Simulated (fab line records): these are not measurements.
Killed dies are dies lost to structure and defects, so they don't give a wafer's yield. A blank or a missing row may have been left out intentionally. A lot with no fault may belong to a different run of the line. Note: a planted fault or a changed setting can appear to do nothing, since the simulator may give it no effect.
Split-lot study	flow n5_finfet	39 wafers read from 7 lots, route of 1938 steps

## SPLIT DETAILS
At N5_BEOL_M11_VIA_ETCH_34 (etches SiCOH lowk in C4F6/O2, target depth 184.5 nm, time 69.2 s), the setting target_depth_a was moved away from the recipe's 1845 angstrom on 6 of the 39 wafers read, by -45.9% to +59.5%. The other wafers ran this setting at the recipe's value.

The reading is taken at the split's own step.

## THE READING
SOC_of_BEOL_M11_COAT_63.thk_nm (the simulator's own value, which no gauge read), in nm, at N5_BEOL_M11_VIA_ETCH_34 (etches SiCOH lowk in C4F6/O2, target depth 184.5 nm, time 69.2 s). The file does not state a usual value for it. Across the 33 wafers here that went through the recipe, the average is 91.8 nm and the standard deviation 0.32 nm.

wafer	tool, chamber at the split	target_depth_a as run, angstrom	against the recipe	SOC_of_BEOL_M11_COAT_63.thk_nm, nm	against lot-mates on the recipe
L076.1	rie_diel-03, 0	1845	recipe	91.4	-
L076.2	rie_diel-03, 2	1845	recipe	91.8	-
L076.3	rie_diel-03, 3	1845	recipe	91.4	-
L076.4	rie_diel-03, 1	1845	recipe	92	-
L076.5	rie_diel-03, 0	1845	recipe	91.2	-
L076.6	rie_diel-03, 1	1845	recipe	91.8	-
L078.1	rie_diel-05, 0	1845	recipe	91.4	-
L078.2	rie_diel-05, 1	1845	recipe	92	-
L078.3	rie_diel-05, 3	1845	recipe	91.6	-
L078.4	rie_diel-05, 3	1845	recipe	91.8	-
L078.5	rie_diel-05, 1	1845	recipe	92	-
L078.6	rie_diel-05, 0	1845	recipe	91.6	-
L079.1	rie_diel-03, 3	999	-45.9%	95	+3.5
L079.2	rie_diel-03, 2	999	-45.9%	95	+3.5
L079.3	rie_diel-03, 0	999	-45.9%	95.2	+3.7
L079.4	rie_diel-03, 1	1845	recipe	91.4	-
L079.5	rie_diel-03, 3	1845	recipe	91.4	-
L079.6	rie_diel-03, 2	1845	recipe	91.6	-
L081.1	rie_diel-04, 0	1845	recipe	91.8	-
L081.2	rie_diel-04, 1	1845	recipe	91.8	-
L081.3	rie_diel-04, 2	1845	recipe	91.6	-
L081.4	rie_diel-04, 3	1845	recipe	91.4	-
L081.5	rie_diel-04, 3	1845	recipe	91.6	-
L081.6	rie_diel-04, 2	1845	recipe	91.8	-
L083.1	rie_diel-04, 3	1845	recipe	92.2	-
L083.2	rie_diel-04, 2	1845	recipe	91.8	-
L083.3	rie_diel-04, 1	1845	recipe	92.2	-
L083.4	rie_diel-04, 0	1845	recipe	92.4	-
L083.5	rie_diel-04, 3	1845	recipe	92.4	-
L083.6	rie_diel-04, 0	1845	recipe	92	-
L087.1	rie_diel-03, 0	2943	+59.5%	86.6	-5.1
L087.2	rie_diel-03, 2	1845	recipe	92	-
L087.3	rie_diel-03, 3	1845	recipe	91.6	-
L087.4	rie_diel-03, 1	2943	+59.5%	86.8	-4.9
L087.5	rie_diel-03, 1	2943	+59.5%	87.2	-4.5
L087.6	rie_diel-03, 0	1845	recipe	91.4	-
L090.3	rie_diel-04, 1	1845	recipe	92	-
L090.5	rie_diel-04, 1	1845	recipe	92.4	-
L090.6	rie_diel-04, 3	1845	recipe	91.8	-

FIT RESULTS
A straight line over all 39 wafers: SOC_of_BEOL_M11_COAT_63.thk_nm changes by -0.0784 nm for each +1% of target_depth_a; r = -0.98; the points scatter about the line by 0.33 nm.
The same after taking each lot's own level away (the mean of its wafers on the recipe; 39 wafers): -0.0798 nm for each +1%; r = -0.99; scatter 0.22 nm.
That fit puts the effect of the largest move of target_depth_a on the reading at 4.8 nm.
From 91.47 to 92.17 nm: that is the span of the lots' own levels, equal to 2.2 times the standard deviation above.
The two slopes agree, so the slope changes little with the lot-to-lot level.
Check: -4.67 nm against its lot-mates is what the line predicts for one of the wafers moved furthest among these (+59.5%) when that wafer is left out of the fit. Against them it came out at -5.07 nm.

## THE OTHER SPLITS THESE WAFERS WENT THROUGH
Note: prior to the reading, these wafers also went through further splits. Each is held against what the fit with the lots' levels taken away leaves over:
other split on the same wafers	wafers away from the commonest value	r with SOC_of_BEOL_M11_COAT_63.thk_nm (lot level and that fit taken away)
N5_BEOL_M4_DESCUM_16 time_s	15	-0.10
N5_BEOL_M5_DEP_56 time_s	12	+0.06
N5_BEOL_M8_ILD_DEP_00 time_s	12	-0.05

## THE WHOLE CHAIN: every reading that the file lists as answering this split, in the file's order
step	what it does	reading	change (the file's fit)	r (the file's)
N5_BEOL_M11_VIA_ETCH_34	etches SiCOH lowk in C4F6/O2, target depth 184.5 nm, time 69.2 s	etch.depth_nm (the simulator's own value, which no gauge read)	+1.87 nm for each +1% of the setting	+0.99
N5_BEOL_M11_VIA_ETCH_34	etches SiCOH lowk in C4F6/O2, target depth 184.5 nm, time 69.2 s	SOC_of_BEOL_M11_COAT_63.thk_nm (the simulator's own value, which no gauge read)	-0.0799 nm for each +1% of the setting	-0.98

## FILE'S OWN FIT
SOC_of_BEOL_M11_COAT_63.thk_nm changes by -0.0799 nm for each +1% of target_depth_a, r = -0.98.
